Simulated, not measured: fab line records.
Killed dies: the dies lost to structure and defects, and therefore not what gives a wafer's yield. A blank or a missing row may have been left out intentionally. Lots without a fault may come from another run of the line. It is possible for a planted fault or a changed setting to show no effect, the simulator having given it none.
fab line records	flow n5Finfet	part 1 of 2: steps 1 to 25 of 31
record: lots: 5	wafers: 15	lastDay: 17
route steps=1938 shown STI_FIN_REVEAL@210 DUMMY_GATE@212
lots that met no fault: taken from a fault-free run of the same line
startH: hours from the record's first day to the start of the lot's first wafer shown	waitH: hours from the lot's prior step to this one	" the same as in the row above	L1.1+2: one row covering several wafers at once	- no value, or no start given	* or withheld: withheld	< > ~ a bound
route shown NAME@n: a module of which the file shows steps, and the number in the route of the first	usual: mean and standard deviation over wafers with no fault	same: alike in all rows	chamber/n: place in a boat	sites: each site's reading	_std_site: standard deviation across them	_edge_site: inner sites' mean taken away from outer sites' mean	radiusMm: for every site, how far away it sits from the centre of the wafer	mask NAME#n: copy n	behind: the tool/chamber that last shaped the wafer	hold: why the lot went on hold/how many hours it stayed there/how the hold came to an end	device: which transistor (n, p or np) failed to switch	end of line: the tests these same wafers got at the end of their route	step lacking rows: just its recipe	killed: the dies lost at the first sort to structure and to defects; this is not the yield of the wafer	map: a wafer's dies, marking killed ones x, the rest . and places with no die _
set.NAME: the setting as run; set.NAME@STEP: as run at that earlier step	model.NAME: the simulator's own value behind a step, which no gauge read
lots at selected steps of the route; one table per step, one row per wafer
services: a tool's chamber out of use, with start hour (startH, from the record's first day; less than 0 if before it), hours out, and reason
== steps ==
step: N5_STI_FIN_REVEAL_SRD_28
recipe: dry: ipaMarangoni	timeS: 30	tempC: 23	rinseLiquid: diw
lot.wafer	tool	chamber	startH	waitH
L085.1+3+6	wetBench-04	2,1,6	103.95	0.0
L088.2+3+4	wetBench-04	6,1,0	120.21	0.0
L091.1+3+4	wetBench-02	7,6,4	138.83	0.0
L092.3+5+6	wetBench-02	4,2,7	145.11	0.0
L097.1+3+5	wetBench-04	7,3,4	179.20	0.0
step: N5_STI_FIN_REVEAL_INSPECT_13
recipe: inspectInstrument: darkfield	mode: postClean
usual: rawDefectCount: 11/5.1
lot.wafer	tool	chamber	startH	waitH	rawDefectCount
L085.1	defectInspect-01	-	103.99	0.0	11
L085.3	"	-	"	"	13
L085.6	"	-	"	"	11
L088.2	defectInspect-01	-	120.25	0.0	31
L088.3	"	-	"	"	20
L088.4	"	-	"	"	13
L091.1	defectInspect-02	-	138.87	0.0	10
L091.3	"	-	"	"	9
L091.4	"	-	"	"	9
L092.3	defectInspect-01	-	145.15	0.0	11
L092.5	"	-	"	"	12
L092.6	"	-	"	"	15
L097.1	defectInspect-02	-	179.24	0.0	10
L097.3	"	-	"	"	14
L097.5	"	-	"	"	17
step: N5_DUMMY_GATE_PRECLEAN_00
recipe: chemistry: O3/DIW	timeS: 60	tempC: 22	o3Ppm: 10
lot.wafer	tool	chamber	startH	waitH
L085.1+3+6	wetBench-03	5,6,7	104.01	0.0
L088.2+3+4	wetBench-03	4,0,7	120.28	0.0
L091.1+3+4	wetBench-05	7,1,0	138.90	0.0
L092.3+5+6	wetBench-05	1,2,0	145.18	0.0
L097.1+3+5	wetBench-01	2,6,1	179.27	0.0
step: N5_DUMMY_GATE_SRD_01
recipe: timeS: 30	tempC: 23	rinseLiquid: diw	dry: ipaMarangoni
lot.wafer	tool	chamber	startH	waitH
L085.1+3+6	wetBench-03	5,6,7	104.03	0.0
L088.2+3+4	wetBench-03	4,0,7	120.30	0.0
L091.1+3+4	wetBench-05	7,1,0	138.92	0.0
L092.3+5+6	wetBench-05	1,2,0	145.20	0.0
L097.1+3+5	wetBench-01	2,6,1	179.31	0.0
step: N5_DUMMY_GATE_ALD_02
recipe: material: SiO2	targetThkA: 20	tempC: 300	aldPrecursorFamily: BDEAS	aldCoReactant: O2-plasma	pulseTimeS: 1	pressureTorr: 2
usual: chamberPressureTorr: 2.000/0.0045	heaterPowerW: 469/49	precursorPulseHeightRel: 0.999/0.02
lot.wafer	tool	chamber	startH	waitH	chamberPressureTorr	heaterPowerW	precursorPulseHeightRel
L085.1	aldSin-03	1	104.41	0.4	1.993	588	0.995
L085.3	"	3	"	"	1.998	410	0.985
L085.6	"	1	"	"	1.995	579	1.000
L088.2	aldSin-01	2	120.35	0.0	1.997	455	0.976
L088.3	"	1	"	"	2.003	407	0.975
L088.4	"	3	"	"	2.003	512	1.045
L091.1	aldSin-01	2	138.97	0.0	1.995	482	0.997
L091.3	"	0	"	"	2.003	471	1.020
L091.4	"	1	"	"	1.995	402	1.004
L092.3	aldSin-03	0	145.25	0.0	1.996	502	1.014
L092.5	"	3	"	"	1.999	407	1.015
L092.6	"	0	"	"	1.997	483	1.016
L097.1	aldSin-01	3	180.25	0.9	2.001	513	1.014
L097.3	"	2	"	"	2.009	462	1.002
L097.5	"	0	"	"	1.995	465	1.008
step: N5_DUMMY_GATE_CVD_03
recipe: material: a-Si	targetThkA: 1500	tempC: 530	precursor: SiH4	timeS: 8042
lot.wafer	tool	chamber	startH	waitH
L085.1+3+6	lpcvd-02	0/65,0/75,0/89	104.51	0.1
L088.2+3+4	lpcvd-02	1/45,1/50,1/54	120.45	0.1
L091.1+3+4	lpcvd-01	0/15,0/25,0/29	139.07	0.1
L092.3+5+6	lpcvd-02	1/75,1/84,1/89	145.35	0.1
L097.1+3+5	lpcvd-02	0/40,0/50,0/59	180.35	0.1
step: N5_DUMMY_GATE_PRECLEAN_46
recipe: chemistry: DIW	timeS: 89.5	tempC: 23
lot.wafer	tool	chamber	startH	waitH
L085.1+3+6	wetBench-01	4,1,2	108.19	0.0
L088.2+3+4	wetBench-03	6,7,0	124.13	0.0
L091.1+3+4	wetBench-03	3,6,7	142.75	0.0
L092.3+5+6	wetBench-03	7,5,6	149.03	0.0
L097.1+3+5	wetBench-01	0,2,1	184.04	0.0
step: N5_DUMMY_GATE_SRD_47
recipe: dryTimeS: 32	dry: n2Spin	spinRpm: 1500
lot.wafer	tool	chamber	startH	waitH
L085.1+3+6	wetBench-01	4,1,2	108.22	0.0
L088.2+3+4	wetBench-03	6,7,0	124.16	0.0
L091.1+3+4	wetBench-03	3,6,7	142.77	0.0
L092.3+5+6	wetBench-03	7,5,6	149.05	0.0
L097.1+3+5	wetBench-01	0,2,1	184.10	0.0
step: N5_DUMMY_GATE_CMP_04
recipe: material: a-Si	postCmpClean: alkalineBrush
usual: motorCurrentA: 9.9/1.1	timeToEndpointS: 16/3.5
lot.wafer	tool	chamber	startH	waitH	motorCurrentA	timeToEndpointS
L085.3	cmp-02	0	108.25	0.0	8.8	12
L085.1	"	1	"	"	11.1	16
L085.6	"	1	"	"	10.5	16
L088.4	cmp-01	0	124.19	0.0	10.4	14
L088.3	"	1	"	"	9.6	17
L088.2	"	3	"	"	10.2	16
L091.4	cmp-02	2	142.81	0.0	9.9	17
L091.1	"	3	"	"	8.4	16
L091.3	"	0	"	"	8.6	15
L092.3	cmp-03	0	149.18	0.1	11.2	15
L092.6	"	1	"	"	10.3	10
L092.5	"	2	"	"	11.2	10
L097.3	cmp-01	3	184.20	0.1	10.0	18
L097.1	"	0	"	"	9.9	13
L097.5	"	2	"	"	8.9	16
step: N5_DUMMY_GATE_THK_MEAS_05
usual: thkNm: 72.6/1.6
lot.wafer	tool	chamber	startH	waitH	thkNm
L085.1	filmMetro-02	-	108.49	0.2	74.0
L085.3	"	-	"	"	72.4
L085.6	"	-	"	"	73.0
L088.2	filmMetro-02	-	124.43	0.1	73.5
L088.3	"	-	"	"	72.8
L088.4	"	-	"	"	70.0
L091.1	filmMetro-01	-	143.05	0.2	72.6
L091.3	"	-	"	"	71.4
L091.4	"	-	"	"	73.9
L092.3	filmMetro-01	-	149.33	0.1	71.0
L092.5	"	-	"	"	69.5
L092.6	"	-	"	"	69.6
L097.1	filmMetro-02	-	184.38	0.1	70.4
L097.3	"	-	"	"	73.2
L097.5	"	-	"	"	71.8
step: N5_DUMMY_GATE_HM_DEP_06
recipe: material: SiNx	targetThkA: 800	precursor: DCS/NH3	tempC: 700	pressureMtorr: 300	timeS: 5141
lot.wafer	tool	chamber	startH	waitH
L085.1+3+6	lpcvd-01	0/15,0/25,0/39	108.52	0.0
L088.2+3+4	lpcvd-01	1/45,1/50,1/54	124.46	0.0
L091.1+3+4	lpcvd-01	0/15,0/25,0/29	143.07	0.0
L092.3+5+6	lpcvd-01	1/75,1/84,1/89	149.35	0.0
L097.1+3+5	lpcvd-02	0/90,0/100,0/109	184.40	0.0
step: N5_DUMMY_GATE_PECVD_30
recipe: material: SiO2	targetThkA: 550	tempC: 400	precursor: TEOS/O2	pressureTorr: 6.5	rfW: withheld	teosFlowSccm: withheld	gas: O2	flowSccm: 2650	timeS: 10.8
usual: chamberPressureTorr: 6.501/0.013
lot.wafer	tool	chamber	startH	waitH	chamberPressureTorr
L085.1	pecvd-01	1	112.46	0.0	6.523
L085.3	"	0	"	"	6.494
L085.6	"	2	"	"	6.465
L088.2	pecvd-02	1	128.40	0.0	6.499
L088.3	"	2	"	"	6.515
L088.4	"	1	"	"	6.497
L091.1	pecvd-02	2	147.02	0.0	6.515
L091.3	"	1	"	"	6.487
L091.4	"	0	"	"	6.493
L092.3	pecvd-03	1	153.30	0.0	6.488
L092.5	"	2	"	"	6.516
L092.6	"	1	"	"	6.474
L097.1	pecvd-01	0	188.35	0.0	6.524
L097.3	"	1	"	"	6.487
L097.5	"	0	"	"	6.521
step: N5_DUMMY_GATE_COAT_34
recipe: resist: SOC	tempC: 250	timeS: 60	spinRpm: 1500	resistThkNm: 60
usual: exhaustPa: 45.1/0.89	resistLineTempC: 23.02/0.11
lot.wafer	tool	chamber	startH	waitH	exhaustPa	resistLineTempC
L085.1	lithoTrack-03	0	112.52	0.0	45.9	23.03
L085.3	"	0	"	"	45.9	23.08
L085.6	"	0	"	"	45.9	22.91
L088.2	lithoTrack-03	0	128.46	0.0	46.3	23.26
L088.3	"	0	"	"	46.4	23.09
L088.4	"	0	"	"	45.3	23.17
L091.1	lithoTrack-03	0	147.07	0.0	44.9	23.21
L091.3	"	0	"	"	44.8	23.09
L091.4	"	0	"	"	44.6	23.08
L092.3	lithoTrack-03	0	153.35	0.0	45.3	23.05
L092.5	"	0	"	"	44.4	23.03
L092.6	"	0	"	"	45.4	23.05
L097.1	lithoTrack-05	0	188.40	0.0	45.6	23.23
L097.3	"	0	"	"	45.0	23.09
L097.5	"	0	"	"	43.7	23.15
step: N5_DUMMY_GATE_COAT_35
recipe: resist: SiARC	tempC: 220	timeS: 60	spinRpm: 1500	resistThkNm: 10
usual: exhaustPa: 45.2/0.86	resistLineTempC: 22.99/0.11
lot.wafer	tool	chamber	startH	waitH	exhaustPa	resistLineTempC
L085.1	lithoTrack-03	0	-	-	44.4	22.87
L085.3	"	0	"	"	43.3	22.86
L085.6	"	0	"	"	45.7	22.92
L088.2	lithoTrack-03	0	-	-	45.4	22.96
L088.3	"	0	"	"	45.2	22.90
L088.4	"	0	"	"	45.6	23.01
L091.1	lithoTrack-03	0	-	-	45.1	23.13
L091.3	"	0	"	"	45.7	23.23
L091.4	"	0	"	"	44.5	23.03
L092.3	lithoTrack-03	0	-	-	45.4	23.18
L092.5	"	0	"	"	45.4	22.94
L092.6	"	0	"	"	44.3	22.98
L097.1	lithoTrack-05	0	-	-	46.2	22.91
L097.3	"	0	"	"	46.3	23.02
L097.5	"	0	"	"	46.1	23.00
step: N5_DUMMY_GATE_COAT_28
recipe: resist: underlayer	tempC: 205	timeS: 60	spinRpm: 1500	resistThkNm: 10
usual: exhaustPa: 45.1/0.86	resistLineTempC: 23.00/0.11
lot.wafer	tool	chamber	startH	waitH	exhaustPa	resistLineTempC
L085.1	lithoTrack-03	0	-	-	44.7	23.10
L085.3	"	0	"	"	45.4	23.06
L085.6	"	0	"	"	45.1	23.00
L088.2	lithoTrack-03	0	-	-	47.0	22.83
L088.3	"	0	"	"	45.3	23.02
L088.4	"	0	"	"	46.5	22.94
L091.1	lithoTrack-03	0	-	-	44.8	22.80
L091.3	"	0	"	"	45.5	22.87
L091.4	"	0	"	"	45.4	22.71
L092.3	lithoTrack-03	0	-	-	45.9	22.94
L092.5	"	0	"	"	46.9	22.98
L092.6	"	0	"	"	46.3	22.94
L097.1	lithoTrack-05	0	-	-	43.7	22.97
L097.3	"	0	"	"	45.5	23.01
L097.5	"	0	"	"	44.7	23.06
step: N5_DUMMY_GATE_COAT_09
recipe: resist: CAR-EUV	spinRpm: 1500	resistThkNm: 30
usual: exhaustPa: 45.0/0.9	resistLineTempC: 22.98/0.1
lot.wafer	tool	chamber	startH	waitH	exhaustPa	resistLineTempC
L085.1	lithoTrack-03	0	-	-	45.5	23.08
L085.3	"	0	"	"	45.4	23.15
L085.6	"	0	"	"	44.5	23.15
L088.2	lithoTrack-03	0	-	-	45.5	23.10
L088.3	"	0	"	"	45.9	23.07
L088.4	"	0	"	"	44.4	23.12
L091.1	lithoTrack-03	0	-	-	44.3	22.92
L091.3	"	0	"	"	45.7	22.89
L091.4	"	0	"	"	44.1	23.02
L092.3	lithoTrack-03	0	-	-	44.1	23.00
L092.5	"	0	"	"	45.1	23.10
L092.6	"	0	"	"	45.0	22.89
L097.1	lithoTrack-05	0	-	-	46.2	22.91
L097.3	"	0	"	"	44.2	22.91
L097.5	"	0	"	"	45.3	22.78
step: N5_DUMMY_GATE_EBR_11
recipe: solvent: PGMEA	ebrWidthMm: 1.5
usual: exhaustPa: 44.9/0.98	resistLineTempC: 23.02/0.1
lot.wafer	tool	chamber	startH	waitH	exhaustPa	resistLineTempC
L085.1	lithoTrack-03	0	-	-	44.5	22.93
L085.3	"	0	"	"	43.0	23.15
L085.6	"	0	"	"	43.7	22.95
L088.2	lithoTrack-03	0	-	-	46.0	23.12
L088.3	"	0	"	"	45.6	23.11
L088.4	"	0	"	"	45.5	23.06
L091.1	lithoTrack-03	0	-	-	46.1	23.15
L091.3	"	0	"	"	44.2	23.11
L091.4	"	0	"	"	45.3	23.33
L092.3	lithoTrack-03	0	-	-	43.9	22.67
L092.5	"	0	"	"	44.0	23.03
L092.6	"	0	"	"	45.1	22.95
L097.1	lithoTrack-05	0	-	-	44.2	22.96
L097.3	"	0	"	"	43.9	23.06
L097.5	"	0	"	"	43.9	23.06
step: N5_DUMMY_GATE_SOFTBAKE_10
recipe: tempC: 110	timeS: 60	resist: CAR-EUV
usual: exhaustPa: 45.0/0.97	resistLineTempC: 22.99/0.097
lot.wafer	tool	chamber	startH	waitH	exhaustPa	resistLineTempC
L085.1	lithoTrack-03	0	-	-	43.9	22.91
L085.3	"	0	"	"	43.7	22.92
L085.6	"	0	"	"	44.5	22.81
L088.2	lithoTrack-03	0	-	-	45.5	22.89
L088.3	"	0	"	"	46.4	23.04
L088.4	"	0	"	"	47.3	22.84
L091.1	lithoTrack-03	0	-	-	45.1	22.98
L091.3	"	0	"	"	44.3	22.98
L091.4	"	0	"	"	44.2	22.90
L092.3	lithoTrack-03	0	-	-	44.1	22.93
L092.5	"	0	"	"	43.7	23.00
L092.6	"	0	"	"	43.7	23.09
L097.1	lithoTrack-05	0	-	-	44.7	22.88
L097.3	"	0	"	"	44.3	22.88
L097.5	"	0	"	"	45.3	22.86
step: N5_DUMMY_GATE_EXPOSE_12
recipe: maskId: GATE	na: 0.33	sourceShape: annular	sigmaInner: 0.2	sigmaOuter: 0.6	polarization: unpolarized	targetCdNm: 25	doseMj: 34
usual: focusOffsetNm: 0.0/0.58
lot.wafer	tool	chamber	startH	waitH	mask	focusOffsetNm
L085.1	euvScanner-02	0	112.78	-	GATE#0	-0.4
L085.3	"	0	"	"	GATE#0	0.1
L085.6	"	0	"	"	GATE#0	-0.1
L088.2	euvScanner-02	0	128.60	-	GATE#0	0.8
L088.3	"	0	"	"	GATE#0	-0.6
L088.4	"	0	"	"	GATE#0	0.5
L091.1	euvScanner-01	0	147.21	-	GATE#0	-0.3
L091.3	"	0	"	"	GATE#0	-0.7
L091.4	"	0	"	"	GATE#0	-0.9
L092.3	euvScanner-01	0	153.51	-	GATE#0	0.1
L092.5	"	0	"	"	GATE#0	0.0
L092.6	"	0	"	"	GATE#0	0.4
L097.1	euvScanner-02	0	188.54	-	GATE#0	-0.7
L097.3	"	0	"	"	GATE#0	-0.3
L097.5	"	0	"	"	GATE#0	0.0
step: N5_DUMMY_GATE_PEB_13
recipe: pebTempC: 100	pebTimeS: 60	resist: CAR-EUV
usual: exhaustPa: 45.1/0.93	resistLineTempC: 23.01/0.11
lot.wafer	tool	chamber	startH	waitH	exhaustPa	resistLineTempC
L085.1	lithoTrack-05	0	112.84	0.1	45.5	23.14
L085.3	"	0	"	"	45.5	23.12
L085.6	"	0	"	"	46.4	23.11
L088.2	lithoTrack-03	0	128.65	0.0	44.7	23.03
L088.3	"	0	"	"	45.9	22.87
L088.4	"	0	"	"	44.9	22.95
L091.1	lithoTrack-05	0	147.27	0.1	44.9	23.06
L091.3	"	0	"	"	44.5	22.95
L091.4	"	0	"	"	44.1	22.98
L092.3	lithoTrack-05	0	153.56	0.0	46.0	22.91
L092.5	"	0	"	"	45.6	22.83
L092.6	"	0	"	"	45.4	23.05
L097.1	lithoTrack-04	0	188.60	0.1	44.9	23.07
L097.3	"	0	"	"	45.4	23.14
L097.5	"	0	"	"	45.2	23.12
step: N5_DUMMY_GATE_DEVELOP_14
recipe: developTimeS: 30	developer: TMAH	resist: CAR-EUV	rinseLiquid: surfactantRinse	dry: airSpin	devTempC: 23
usual: exhaustPa: 45.2/0.89	resistLineTempC: 23.01/0.1
lot.wafer	tool	chamber	startH	waitH	exhaustPa	resistLineTempC
L085.1	lithoTrack-05	0	-	-	45.1	22.87
L085.3	"	0	"	"	44.6	22.95
L085.6	"	0	"	"	44.8	22.95
L088.2	lithoTrack-03	0	-	-	44.0	23.03
L088.3	"	0	"	"	44.7	22.94
L088.4	"	0	"	"	43.0	22.90
L091.1	lithoTrack-05	0	-	-	45.7	23.01
L091.3	"	0	"	"	47.2	22.93
L091.4	"	0	"	"	44.6	23.03
L092.3	lithoTrack-05	0	-	-	44.9	22.89
L092.5	"	0	"	"	45.1	23.02
L092.6	"	0	"	"	45.7	22.87
L097.1	lithoTrack-04	0	-	-	44.9	23.12
L097.3	"	0	"	"	45.8	22.98
L097.5	"	0	"	"	47.6	23.02
step: N5_DUMMY_GATE_CD_MEAS_15
recipe: targetCdNm: 25.8	landingEnergyEv: 500	detector: seInlens
usual: cdNm: 25.00/0.25
lot.wafer	tool	chamber	startH	waitH	cdNm
L085.1	cdSem-03	0	112.91	-	24.84
L085.3	"	0	"	"	25.02
L085.6	"	0	"	"	24.56
L088.2	cdSem-03	0	128.72	-	25.19
L088.3	"	0	"	"	24.97
L088.4	"	0	"	"	25.17
L091.1	cdSem-01	0	147.34	-	25.32
L091.3	"	0	"	"	25.38
L091.4	"	0	"	"	24.98
L092.3	cdSem-01	0	153.63	-	24.73
L092.5	"	0	"	"	25.05
L092.6	"	0	"	"	24.84
L097.1	cdSem-03	0	188.67	-	24.97
L097.3	"	0	"	"	24.69
L097.5	"	0	"	"	24.77
step: N5_DUMMY_GATE_OVL_MEAS_16
recipe: pointsPerWafer: 522
usual: GATE_OVL: -0.3/0.72
same: pointsPerWafer: 522
lot.wafer	tool	chamber	startH	waitH	GATE_OVL[nm]
L085.1	overlay-01	0	112.95	0.0	0.0
L085.3	"	0	"	"	0.2
L085.6	"	0	"	"	0.2
L088.2	overlay-01	0	128.76	0.0	-0.7
L088.3	"	0	"	"	0.3
L088.4	"	0	"	"	0.1
L091.1	overlay-02	0	147.38	0.0	-1.7
L091.3	"	0	"	"	-0.9
L091.4	"	0	"	"	-0.9
L092.3	overlay-01	0	153.68	0.0	0.0
L092.5	"	0	"	"	0.0
L092.6	"	0	"	"	-0.7
L097.1	overlay-01	0	188.71	0.0	-0.1
L097.3	"	0	"	"	-0.1
L097.5	"	0	"	"	0.7
step: N5_DUMMY_GATE_INSPECT_17
recipe: mode: adi	inspectInstrument: brightfield
usual: rawDefectCount: 188/46
lot.wafer	tool	chamber	startH	waitH	rawDefectCount
L085.1	defectInspect-02	-	113.00	0.1	181
L085.3	"	-	"	"	180
L085.6	"	-	"	"	214
L088.2	defectInspect-01	-	128.82	0.0	160
L088.3	"	-	"	"	194
L088.4	"	-	"	"	235
L091.1	defectInspect-01	-	147.43	0.1	160
L091.3	"	-	"	"	199
L091.4	"	-	"	"	189
L092.3	defectInspect-02	-	153.73	0.0	202
L092.5	"	-	"	"	180
L092.6	"	-	"	"	118
L097.1	defectInspect-02	-	188.77	0.1	148
L097.3	"	-	"	"	160
L097.5	"	-	"	"	153
step: N5_DUMMY_GATE_DESCUM_20
recipe: chemistry: O2	timeS: 6.2	sourcePowerW: 50	biasPowerW: 20	pressureMtorr: 20	rfFrequencyHz: 2.712e+07	tempC: 40	resist: CAR-EUV	o2FlowSccm: 225
usual: drypumpMotorCurrentA: 5.6/0.56	o2FlowSccm: 225.0/0.68	oesProductAu: 0.79/0.094	rfFwdPowerW: 49.66/0.2	rfVppV: 242.8/1.5	showerheadPlenumPTorr: 2.08/0.086	throttleValvePct: 20.49/0.21
lot.wafer	tool	chamber	startH	waitH	drypumpMotorCurrentA	o2FlowSccm	oesProductAu	rfFwdPowerW	rfHoursCounterH	rfVppV	showerheadPlenumPTorr	throttleValvePct
L085.1	rieDiel-03	3	113.04	0.0	6.5	224.5	0.71	49.77	214	241.6	1.99	20.57
L085.3	"	2	"	"	5.3	225.4	0.92	49.45	23	243.0	2.06	20.52
L085.6	"	2	"	"	5.3	224.4	0.91	49.27	-	242.2	2.06	20.52
L088.2	rieDiel-06	3	128.85	0.0	4.8	225.9	0.86	49.34	76	242.8	2.11	20.43
L088.3	"	2	"	"	4.7	225.8	0.70	49.66	211	242.0	2.07	20.72
L088.4	"	1	"	"	5.4	225.7	0.81	49.91	81	243.7	2.19	20.14
L091.1	rieDiel-02	1	147.60	0.2	5.4	224.5	0.71	49.78	220	242.8	2.08	20.94
L091.3	"	2	"	"	5.6	225.0	0.85	49.76	64	242.3	2.03	20.40
L091.4	"	3	"	"	6.0	225.2	0.66	49.72	246	242.0	2.14	20.46
L092.3	rieDiel-06	3	153.82	0.1	4.7	225.0	0.86	49.22	85	243.6	2.11	20.44
L092.5	"	3	"	"	4.7	225.7	0.85	49.45	-	243.8	2.11	20.43
L092.6	"	2	"	"	4.7	224.1	0.70	49.69	-	242.4	2.07	20.76
L097.1	rieDiel-03	3	188.89	0.1	6.5	225.4	0.69	49.95	235	239.0	1.98	20.57
L097.3	"	1	"	"	5.0	226.0	0.88	49.74	30	245.4	2.22	20.12
L097.5	"	1	"	"	5.0	225.3	0.88	49.51	-	244.9	2.22	20.13
